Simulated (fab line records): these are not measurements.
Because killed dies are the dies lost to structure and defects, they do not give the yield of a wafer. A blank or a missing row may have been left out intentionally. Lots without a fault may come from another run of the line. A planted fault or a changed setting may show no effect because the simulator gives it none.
Struck lot and sound lot, side by side :: flow n5 finfet :: 37 steps out of a route of 1938
Sound: these wafers, L511.1, L511.2, L511.5. Struck: wafers L520.3, L520.5. The cause is given at the end.
Order at every step that has rows: each side's tool, ch and its chambers, its first start. Under that, the readings that differ: sound wafers :: struck wafers :: difference of the means :: sigmas: that difference in standard deviations of wafers without a fault.
alike: readings whose means differ by less than 2 such deviations, and words and numbers that are the same on both sides. not compared: withheld readings, readings that some wafer has no value for, bounds like >300 that may hide the same value, and numbers for which the record gives no deviation and whose values overlap.
A row with sigmas, a row that says differs or no value, or rows on one side alone: a step with any of these is where the two part. When numbers do not overlap yet have no deviation, they are printed without sigmas and do not part them. Lack of a reading on every wafer of one side parts them only where that side has two or more wafers.

first, 9 steps without rows for these wafers: N5_PMOS_HMC_CHANNEL_EPI_EXPOSE_06 (exposes mask PMOS HMC BLK, target cd 240 nm); N5_PMOS_HMC_CHANNEL_EPI_PEB_07 (peb time 60 s); N5_PMOS_HMC_CHANNEL_EPI_DEVELOP_08 (develop time 30 s); N5_PMOS_HMC_CHANNEL_EPI_DESCUM_14 (chemistry O2, time 7.9 s); N5_PMOS_HMC_CHANNEL_EPI_ETCH_32 (etches BARC in N2/H2, stops on SiO2, target depth 85.8 nm, time 50.3 s); N5_PMOS_HMC_CHANNEL_EPI_HM_OPEN_15 (chemistry CHF3/O2, target SiO2, target depth 40.6 nm, time 20.3 s); N5_PMOS_HMC_CHANNEL_EPI_STRIP_33 (strips in N2/H2); N5_PMOS_HMC_CHANNEL_EPI_STRIP_17 (strips in SPM, time 750 s); N5_PMOS_HMC_CHANNEL_EPI_ETCH_38 (etches SiO2 in CF4, target depth 1.5 nm).
N5_PMOS_HMC_CHANNEL_EPI_FIN_RECESS_16: chemistry HBr/Cl2, target Si, target depth 54 nm, time 18 s.
  sound on rie si-02 ch 1,3, day 2 00:31; struck on rie si-02 ch 2, day 4 06:23
reading: model.PMOS_HMC_CHANNEL_EPI.feature depth nm (nm)
sound: 54.68 54.97 54.77
struck: 60.04 60.75
difference: +5.59
sigmas: 

reading: model.etch.depth nm (nm)
sound: 54.68 54.97 54.77
struck: 60.04 60.75
difference: +5.59
sigmas: 
  alike: drypump motor current A, mfc cl2 sccm, oes product au, throttle valve pct
  not compared: rf hours counter h
then, 7 steps without rows for these wafers: N5_PMOS_HMC_CHANNEL_EPI_PRECLEAN_36 (cleans in O3/DIW, time 45 s); N5_PMOS_HMC_CHANNEL_EPI_PRECLEAN_18 (cleans in DHF, time 30 s); N5_PMOS_HMC_CHANNEL_EPI_SRD_19 (time 30 s); N5_PMOS_HMC_CHANNEL_EPI_EPI_20 (deposits SiGe30, target thk 59 nm); N5_PMOS_HMC_CHANNEL_EPI_HM_STRIP_35 (strips SiO2 in dHF, material SiO2, target depth 39.6 nm, time 216 s); N5_PMOS_HMC_CHANNEL_EPI_SRD_39 (time 30 s); N5_PMOS_HMC_CHANNEL_EPI_CMP_21 (polishes SiGe30, target thk 54 nm).
N5_PMOS_HMC_CHANNEL_EPI_THK_MEAS_22:
  sound on film metro-01 at day 2 02:43; struck on film metro-01 at day 4 08:11
reading: HMC_CMP_THK (nm)
sound: 54.8 55.1 54.8
struck: 58.3 58.5
difference: +3.5
sigmas: +7
then, 17 steps without rows for these wafers: N5_PMOS_HMC_CHANNEL_EPI_PRECLEAN_40 (cleans in DHF, time 30 s); N5_PMOS_HMC_CHANNEL_EPI_PRECLEAN_37 (cleans in O3/DIW, time 45 s); N5_PMOS_HMC_CHANNEL_EPI_PRECLEAN_24 (cleans in DHF, time 30 s); N5_PMOS_HMC_CHANNEL_EPI_SRD_25 (time 30 s); N5_PMOS_HMC_CHANNEL_EPI_EPI_26 (deposits Si from SiH4/H2, target thk 3.8 nm, time 22.7 s); N5_FIN_SAQP_PRECLEAN_42 (cleans in O3/DIW, time 60 s); N5_FIN_SAQP_PRECLEAN_00 (cleans in SC1, time 60 s); N5_FIN_SAQP_PRECLEAN_44 (cleans in SC2, time 45 s); N5_FIN_SAQP_SRD_01 (time 30 s); N5_FIN_SAQP_ALD_61 (deposits SiO2, target thk 4 nm, pulse time 1 s, purge time 2 s); N5_FIN_SAQP_DENSIFY_62 (time 60 s); N5_FIN_SAQP_HM_DEP_03 (deposits SiNx from SiH4/NH3/N2, target thk 38 nm, time 33.6 s); N5_FIN_SAQP_PECVD_47 (deposits a-Si from SiH4/He, target thk 45 nm, time 36.3 s); N5_FIN_SAQP_PECVD_48 (deposits SiNx from SiH4/NH3/N2, target thk 25 nm, time 22.1 s); N5_FIN_SAQP_PECVD_06 (deposits a-Si from SiH4/He, target thk 60 nm, time 48.1 s); N5_FIN_SAQP_HM_DEP_72 (deposits SiO2 from SiH4/N2O, target thk 12 nm, time 7.2 s); N5_FIN_SAQP_COAT_49 (time 60 s, resist thk 100 nm).
-- the record jumps here: 6 days lie between the struck wafers' starts before and after (it left off in module FIN_SAQP and takes up again in module BEOL_M4, whose first step shown is number 1111 of the route) --
N5_BEOL_M4_RC_MEAS_101:
  sound on prober-02 ch 0, day 8 08:07; struck on prober-01 ch 0, day 10 12:55
reading: CJ_P
sound: 5.54 5.59 5.58
struck: 4.39 4.17
difference: -1.29
sigmas: -13

reading: DIBL_P (mV/V)
sound: 34.8 35.0 32.8
struck: 37.6 38.0
difference: +3.6
sigmas: +2

reading: IOFF_P (nA/um)
sound: 0.193 0.202 0.167
struck: 0.345 0.352
difference: +0.161
sigmas: +6

reading: IOFF_P_85C (nA/um)
sound: 3.4 3.6 3.0
struck: 5.4 5.6
difference: +2.2
sigmas: +6

reading: ION_P (uA/um)
sound: 464 465 462
struck: 450 443
difference: -17
sigmas: -3

reading: SS_P (mV/dec)
sound: 73.3 73.8 73.0
struck: 74.8 76.1
difference: +2.1
sigmas: +3
  alike: DIBL_N, IOFF_N, ION_N, SS_N, VT_N, VT_P
-- here the record skips 4 days between the struck wafers' starts before and after, leaving off in module BEOL_M4 and picking up in module PASSIVATION (first step shown: number 1936 of the route) --
N5_PASSIVATION_PROBE_49:
  sound on prober-01 at day 12 15:28; struck on prober-02 at day 14 23:53
  alike: defect limited yield, killed_at_M0_to_M3, killed_at_M4_up, killed at contacts, killed at front end, killed at other, killed dies, killed open, killed short, sort_bin_5_function, sort_bin_6_memory, sort n pass, sort yield pct

== WHERE THEY PART ==
Last at N5_BEOL_M4_RC_MEAS_101 as far as this record goes, first at N5_PMOS_HMC_CHANNEL_EPI_THK_MEAS_22. Later steps at which nothing parts them and some readings are alike: N5_PASSIVATION_PROBE_49.

WHY: whatever the simulator had introduced
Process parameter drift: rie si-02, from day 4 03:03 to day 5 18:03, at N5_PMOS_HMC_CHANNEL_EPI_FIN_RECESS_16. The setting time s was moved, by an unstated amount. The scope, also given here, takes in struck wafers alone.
